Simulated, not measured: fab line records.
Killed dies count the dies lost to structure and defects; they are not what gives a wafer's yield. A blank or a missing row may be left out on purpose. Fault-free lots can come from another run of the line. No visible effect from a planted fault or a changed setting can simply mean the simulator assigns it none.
fab line records    flow n5_finfet    part 2 of 2: steps 5 to 6 of 6
record lots=24  wafers=72  last_day=18
route steps=1938 shown HKMG_FIN@386
lots with no fault: from the same line, run without faults
start_h: the number of hours between the record's first day and the start of the first shown wafer of the lot    wait_h: hours from the lot's prior step to this one    " same as the row above    L1.1+2: a single row standing in for several wafers    - no value, or no start given    * or withheld: withheld    < > ~ a bound
route shown NAME@n: names a module that has steps shown in the file, with the first one's number in the route    usual: mean/standard deviation of fault-free wafers    same: alike in all rows    chamber/n: place in a boat    sites: readings site by site    _std_site: the values' standard deviation    _edge_site: the outer-site mean with the inner-site mean subtracted    radius_mm: for every site, how far away it sits from the centre of the wafer    mask NAME#n: copy n    behind: the tool/chamber that last shaped the wafer    hold: the reason the lot was held/the length of the hold in hours/how it ended    device: the n, p or np transistor that did not switch    end of line: at the end of the route, the tests of the same wafers    a step with no rows: only its recipe    killed: the dies lost at the first sort to structure and to defects; this is not the yield of the wafer    map: the dies of a wafer, with x for killed, . for not killed, _ for no die there
set.NAME: the run value of the setting; set.NAME@STEP: its run value at that earlier step    model.NAME: the simulator's own value behind a step, which no gauge read
a sample of lots followed through the steps of the route, with each step as a table and each wafer as a row
services: from which hour (start_h, from the record's first day; less than 0 if before it) a tool's chamber was out of use, for how many hours, and why
## steps
# step N5_HKMG_FIN_STRIP_34
# recipe chemistry=CF4  resist=SiARC  power_w=300  bias_power_w=75  pressure_mtorr=50  cf4_flow_sccm=150  rf_frequency_hz=6e+07
# usual cf4_flow_sccm=150.0/0.41  drypump_motor_current_A=5.7/0.64  oes_product_au=0.81/0.093  rf_vpp_V=270.3/1.3  showerhead_plenum_p_Torr=1.76/0.043  throttle_valve_pct=13.59/0.23
lot.wafer  tool         chamber  start_h  wait_h  cf4_flow_sccm  drypump_motor_current_A  oes_product_au  rf_hours_counter_h  rf_vpp_V  showerhead_plenum_p_Torr  throttle_valve_pct
L074.2     rie_diel-03  2        74.49    0.0     150.0          4.8                      0.68            253                 270.9     1.77                      13.69
L074.3     "            1        "        "       150.4          6.6                      0.71            187                 269.5     1.71                      13.78
L074.4     "            2        "        "       149.9          4.8                      0.68            -                   270.9     1.77                      13.69
L075.1     rie_diel-04  1        81.62    0.0     150.2          6.1                      0.90            18                  269.1     1.77                      13.30
L075.3     "            2        "        "       149.9          5.8                      0.71            189                 271.3     1.79                      13.79
L075.5     "            0        "        "       150.5          5.5                      0.77            -                   269.5     1.74                      13.56
L076.1     rie_diel-03  1        86.79    0.0     150.7          6.6                      0.71            192                 270.3     1.71                      13.80
L076.2     "            3        "        "       149.4          6.5                      0.68            250                 268.3     1.69                      13.73
L076.5     "            1        "        "       150.5          6.5                      0.70            -                   269.0     1.71                      13.79
L077.1     rie_diel-04  0        91.82    0.0     149.7          5.5                      0.77            114                 270.1     1.74                      13.56
L077.2     "            2        "        "       150.3          5.8                      0.71            192                 269.5     1.79                      13.82
L077.3     "            3        "        "       150.1          5.6                      0.89            32                  270.6     1.77                      13.62
L078.3     rie_diel-06  0        103.25   0.0     150.3          5.2                      0.88            33                  269.6     1.77                      13.48
L078.5     "            3        "        "       149.4          6.7                      0.70            -                   271.2     1.77                      13.98
L078.6     "            0        "        "       150.3          5.2                      0.87            -                   271.0     1.77                      13.46
L079.1     rie_diel-03  2        110.62   0.0     149.6          4.8                      0.95            5                   271.5     1.77                      13.12
L079.4     "            2        "        "       149.7          4.8                      0.96            -                   270.0     1.77                      13.10
L079.6     "            0        "        "       150.2          5.0                      0.92            -                   271.5     1.83                      13.54
L080.2     rie_diel-03  0        113.24   0.0     150.6          5.0                      0.92            15                  270.9     1.83                      13.57
L080.4     "            2        "        "       149.7          4.8                      0.95            -                   269.6     1.77                      13.12
L080.5     "            0        "        "       150.6          5.0                      0.91            -                   272.6     1.83                      13.55
L081.1     rie_diel-03  3        122.20   0.0     150.1          6.5                      0.98            0                   272.8     1.89                      13.14
L081.2     "            0        "        "       150.0          5.0                      0.91            20                  272.2     1.83                      13.56
L081.3     "            1        "        "       150.1          6.6                      0.69            209                 269.2     1.71                      13.82
L082.1     rie_diel-06  3        126.87   0.0     150.0          6.7                      0.70            247                 271.8     1.77                      13.99
L082.3     "            0        "        "       150.6          5.2                      0.86            40                  269.2     1.77                      13.48
L082.6     "            1        "        "       149.9          4.8                      0.83            -                   270.0     1.75                      13.50
L083.2     rie_diel-03  0        129.18   0.0     150.0          5.0                      0.90            21                  272.4     1.83                      13.56
L083.5     "            3        "        "       149.8          6.5                      0.95            -                   273.5     1.89                      13.15
L083.6     "            2        "        "       150.1          4.8                      0.92            -                   271.3     1.77                      13.13
L084.3     rie_diel-03  2        138.86   0.0     149.6          4.8                      0.91            16                  269.3     1.77                      13.15
L084.5     "            0        "        "       150.1          5.0                      0.90            -                   270.8     1.83                      13.58
L084.6     "            3        "        "       149.6          6.5                      0.92            -                   274.0     1.89                      13.16
L085.1     rie_diel-06  1        142.05   0.0     150.7          4.8                      0.82            81                  270.1     1.74                      13.52
L085.2     "            2        "        "       149.9          5.4                      0.72            209                 269.6     1.71                      13.83
L085.5     "            0        "        "       150.3          5.2                      0.84            -                   270.9     1.77                      13.50
L086.1     rie_diel-04  2        150.40   0.0     150.0          5.8                      0.69            216                 270.7     1.78                      13.86
L086.3     "            1        "        "       149.7          6.1                      0.86            39                  270.6     1.77                      13.34
L086.4     "            1        "        "       149.5          6.1                      0.86            -                   272.2     1.77                      13.35
L087.2     rie_diel-04  2        154.23   0.0     150.1          5.8                      0.69            217                 269.4     1.78                      13.87
L087.3     "            1        "        "       150.5          6.1                      0.85            41                  269.5     1.76                      13.35
L087.4     "            3        "        "       149.8          5.6                      0.86            -                   270.6     1.76                      13.69
L088.2     rie_diel-04  3        159.76   0.0     150.1          5.6                      0.85            58                  271.3     1.76                      13.68
L088.5     "            2        "        "       150.2          5.8                      0.70            -                   270.6     1.78                      13.88
L088.6     "            1        "        "       150.0          6.1                      0.86            -                   270.8     1.76                      13.36
L089.2     rie_diel-04  1        165.95   0.0     149.7          6.1                      0.85            46                  270.5     1.76                      13.34
L089.3     "            0        "        "       149.7          5.5                      0.75            136                 269.4     1.74                      13.61
L089.6     "            2        "        "       149.4          5.9                      0.69            -                   271.3     1.78                      13.87
L090.1     rie_diel-04  1        172.18   0.0     150.7          6.2                      0.84            49                  270.2     1.76                      13.36
L090.2     "            0        "        "       149.3          5.5                      0.75            138                 269.1     1.74                      13.62
L090.3     "            3        "        "       150.2          5.7                      0.84            63                  270.7     1.76                      13.70
L091.2     rie_diel-06  3        177.64   0.0     150.1          6.7                      0.95            11                  269.9     1.76                      13.45
L091.4     "            2        "        "       150.0          5.4                      0.72            224                 268.0     1.71                      13.86
L091.5     "            3        "        "       149.7          6.7                      0.94            -                   271.7     1.76                      13.47
L092.1     rie_diel-06  3        184.63   0.0     149.6          6.7                      0.94            13                  271.2     1.76                      13.46
L092.4     "            0        "        "       150.0          5.1                      0.83            63                  268.5     1.76                      13.53
L092.6     "            3        "        "       149.6          6.7                      0.94            -                   269.8     1.76                      13.45
L093.1     rie_diel-06  3        191.88   0.0     150.3          6.7                      0.93            16                  270.9     1.76                      13.48
L093.3     "            1        "        "       150.7          4.8                      0.81            98                  269.5     1.74                      13.58
L093.5     "            3        "        "       150.6          6.7                      0.92            -                   270.2     1.76                      13.47
L094.1     rie_diel-06  3        196.70   0.0     149.8          6.7                      0.94            18                  269.4     1.76                      13.47
L094.2     "            0        "        "       150.1          5.2                      0.83            68                  270.2     1.76                      13.54
L094.5     "            2        "        "       149.7          5.4                      0.71            -                   269.6     1.71                      13.88
L095.2     rie_diel-06  0        202.63   0.0     150.5          5.2                      0.83            70                  271.1     1.76                      13.55
L095.3     "            2        "        "       149.5          5.4                      0.71            232                 268.2     1.70                      13.86
L095.5     "            1        "        "       150.1          4.8                      0.81            -                   271.1     1.74                      13.58
L096.2     rie_diel-06  2        209.34   0.0     150.2          5.4                      0.70            235                 270.0     1.70                      13.87
L096.4     "            3        "        "       150.3          6.7                      0.92            22                  270.6     1.76                      13.50
L096.6     "            2        "        "       150.1          5.4                      0.71            -                   269.5     1.70                      13.88
L097.2     rie_diel-04  2        216.46   0.0     150.3          5.9                      0.68            241                 272.1     1.78                      13.93
L097.3     "            3        "        "       149.9          5.7                      0.83            78                  270.4     1.76                      13.74
L097.6     "            2        "        "       149.8          5.9                      0.68            -                   271.4     1.78                      13.91
# step N5_HKMG_FIN_ETCH_35
# recipe chemistry=N2/H2  target=SOC  target_depth_a=2158  ion_energy_ev=65  bias_w=5  source_w=3000  time_s=243.4  pressure_mtorr=30  n2_flow_sccm=200  h2_flow_sccm=200
# usual drypump_motor_current_A=5.7/0.64  oes_product_au=0.82/0.1  rf_vpp_V=141.2/0.95  showerhead_plenum_p_Torr=2.49/0.064  throttle_valve_pct=17.90/0.23
lot.wafer  tool         chamber  start_h  wait_h  drypump_motor_current_A  oes_product_au  rf_hours_counter_h  rf_vpp_V  showerhead_plenum_p_Torr  throttle_valve_pct
L074.2     rie_diel-03  2        74.51    0.0     4.8                      0.69            253                 140.5     2.52                      17.99
L074.3     "            1        "        "       6.6                      0.70            187                 140.7     2.44                      18.24
L074.4     "            2        "        "       4.8                      0.69            -                   141.3     2.52                      17.97
L075.1     rie_diel-04  1        81.64    0.0     6.1                      0.94            18                  142.1     2.50                      17.54
L075.3     "            2        "        "       5.8                      0.73            189                 139.9     2.53                      18.05
L075.5     "            0        "        "       5.5                      0.78            -                   141.5     2.45                      17.81
L076.1     rie_diel-03  1        86.81    0.0     6.6                      0.70            192                 140.0     2.44                      18.26
L076.2     "            3        "        "       6.5                      0.67            250                 140.9     2.38                      17.90
L076.5     "            1        "        "       6.6                      0.70            -                   139.0     2.43                      18.23
L077.1     rie_diel-04  0        91.84    0.0     5.5                      0.77            114                 141.9     2.45                      17.83
L077.2     "            2        "        "       5.8                      0.73            192                 141.0     2.53                      18.07
L077.3     "            3        "        "       5.7                      0.91            32                  140.8     2.47                      17.89
L078.3     rie_diel-06  0        103.27   0.0     5.2                      0.88            33                  141.4     2.49                      17.86
L078.5     "            3        "        "       6.7                      0.68            -                   142.8     2.50                      18.13
L078.6     "            0        "        "       5.2                      0.88            -                   142.1     2.49                      17.84
L079.1     rie_diel-03  2        110.64   0.0     4.8                      0.97            5                   140.2     2.52                      17.53
L079.4     "            2        "        "       4.8                      0.98            -                   142.3     2.52                      17.54
L079.6     "            0        "        "       5.0                      0.93            -                   143.3     2.60                      17.86
L080.2     rie_diel-03  0        113.26   0.0     5.0                      0.93            15                  142.7     2.60                      17.89
L080.4     "            2        "        "       4.8                      0.98            -                   141.4     2.52                      17.53
L080.5     "            0        "        "       5.0                      0.94            -                   143.3     2.60                      17.85
L081.1     rie_diel-03  3        122.22   0.0     6.5                      1.01            0                   142.5     2.70                      17.43
L081.2     "            0        "        "       5.0                      0.93            20                  142.6     2.60                      17.87
L081.3     "            1        "        "       6.6                      0.69            209                 140.1     2.43                      18.27
L082.1     rie_diel-06  3        126.89   0.0     6.7                      0.68            247                 141.7     2.50                      18.16
L082.3     "            0        "        "       5.2                      0.86            40                  140.7     2.49                      17.89
L082.6     "            1        "        "       4.8                      0.83            -                   141.4     2.48                      17.85
L083.2     rie_diel-03  0        129.20   0.0     5.0                      0.92            21                  142.5     2.60                      17.87
L083.5     "            3        "        "       6.6                      0.97            -                   143.7     2.70                      17.41
L083.6     "            2        "        "       4.8                      0.95            -                   141.2     2.51                      17.54
L084.3     rie_diel-03  2        138.88   0.0     4.8                      0.93            16                  140.3     2.51                      17.57
L084.5     "            0        "        "       5.0                      0.92            -                   142.3     2.59                      17.89
L084.6     "            3        "        "       6.5                      0.96            -                   142.3     2.70                      17.44
L085.1     rie_diel-06  1        142.07   0.0     4.8                      0.83            81                  140.7     2.48                      17.86
L085.2     "            2        "        "       5.4                      0.72            209                 141.3     2.43                      18.21
L085.5     "            0        "        "       5.2                      0.85            -                   142.2     2.48                      17.89
L086.1     rie_diel-04  2        150.42   0.0     5.8                      0.71            216                 141.6     2.52                      18.09
L086.3     "            1        "        "       6.1                      0.89            39                  141.1     2.49                      17.58
L086.4     "            1        "        "       6.1                      0.90            -                   140.9     2.49                      17.59
L087.2     rie_diel-04  2        154.25   0.0     5.9                      0.70            217                 142.2     2.52                      18.10
L087.3     "            1        "        "       6.2                      0.88            41                  141.5     2.49                      17.59
L087.4     "            3        "        "       5.6                      0.86            -                   140.7     2.46                      17.92
L088.2     rie_diel-04  3        159.78   0.0     5.7                      0.88            58                  141.4     2.46                      17.90
L088.5     "            2        "        "       5.8                      0.70            -                   140.4     2.52                      18.12
L088.6     "            1        "        "       6.1                      0.89            -                   140.6     2.49                      17.60
L089.2     rie_diel-04  1        165.97   0.0     6.1                      0.87            46                  141.1     2.49                      17.59
L089.3     "            0        "        "       5.5                      0.73            136                 141.1     2.44                      17.88
L089.6     "            2        "        "       5.8                      0.69            -                   141.0     2.51                      18.13
L090.1     rie_diel-04  1        172.20   0.0     6.1                      0.88            49                  140.6     2.48                      17.61
L090.2     "            0        "        "       5.5                      0.75            138                 141.6     2.44                      17.86
L090.3     "            3        "        "       5.7                      0.87            63                  140.3     2.46                      17.93
L091.2     rie_diel-06  3        177.66   0.0     6.7                      0.95            11                  139.4     2.49                      17.75
L091.4     "            2        "        "       5.4                      0.71            224                 140.5     2.42                      18.23
L091.5     "            3        "        "       6.7                      0.95            -                   141.9     2.49                      17.76
L092.1     rie_diel-06  3        184.65   0.0     6.7                      0.95            13                  140.5     2.49                      17.74
L092.4     "            0        "        "       5.2                      0.84            63                  140.7     2.48                      17.91
L092.6     "            3        "        "       6.7                      0.95            -                   142.0     2.49                      17.75
L093.1     rie_diel-06  3        191.90   0.0     6.7                      0.93            16                  140.8     2.49                      17.75
L093.3     "            1        "        "       4.9                      0.82            98                  140.5     2.47                      17.89
L093.5     "            3        "        "       6.7                      0.93            -                   141.7     2.49                      17.74
L094.1     rie_diel-06  3        196.72   0.0     6.7                      0.92            18                  141.4     2.49                      17.76
L094.2     "            0        "        "       5.1                      0.82            68                  139.2     2.48                      17.93
L094.5     "            2        "        "       5.4                      0.70            -                   139.6     2.42                      18.21
L095.2     rie_diel-06  0        202.65   0.0     5.2                      0.83            70                  141.3     2.48                      17.91
L095.3     "            2        "        "       5.3                      0.70            232                 139.9     2.42                      18.21
L095.5     "            1        "        "       4.8                      0.81            -                   141.6     2.47                      17.90
L096.2     rie_diel-06  2        209.36   0.0     5.4                      0.69            235                 141.4     2.41                      18.24
L096.4     "            3        "        "       6.7                      0.92            22                  143.2     2.48                      17.77
L096.6     "            2        "        "       5.4                      0.69            -                   139.4     2.41                      18.24
L097.2     rie_diel-04  2        216.48   0.0     5.9                      0.68            241                 140.4     2.51                      18.15
L097.3     "            3        "        "       5.7                      0.84            78                  140.3     2.45                      17.97
L097.6     "            2        "        "       5.9                      0.68            -                   140.6     2.51                      18.16
## services
tool          chamber  start_h  hours  kind
ald_metal-03  2        53.08    30.6   repair
rie_diel-03   0        54.03    -      clean
rie_diel-03   0        54.03    -      consumable_replace:focus_ring
rie_diel-03   0        54.03    24.2   scheduled_down
rie_diel-03   0        54.03    24.2   vent_cycle
rie_diel-03   2        78.36    -      clean
rie_diel-03   2        78.36    -      consumable_replace:focus_ring
rie_diel-06   3        81.71    6.0    repair
rie_diel-03   -        97.60    2.8    pm
ald_metal-03  -        103.90   0.6    repair
rie_diel-04   1        120.81   9.9    repair
ald_metal-02  3        120.85   3.3    repair
rie_diel-06   3        135.20   -      clean
rie_diel-06   3        135.20   -      consumable_replace:focus_ring
rie_diel-06   3        135.20   16.4   scheduled_down
rie_diel-06   3        135.20   16.4   vent_cycle
ald_hk-02     -        135.46   2.8    pm
rie_diel-04   0        148.13   8.1    repair
ald_metal-02  -        160.91   2.8    pm
ald_metal-01  1        166.47   37.5   repair
ald_metal-01  -        174.89   1.0    repair
ald_metal-03  -        194.52   6.0    pm
ald_hk-03     -        196.01   2.8    pm
ald_metal-01  -        202.97   0.9    repair
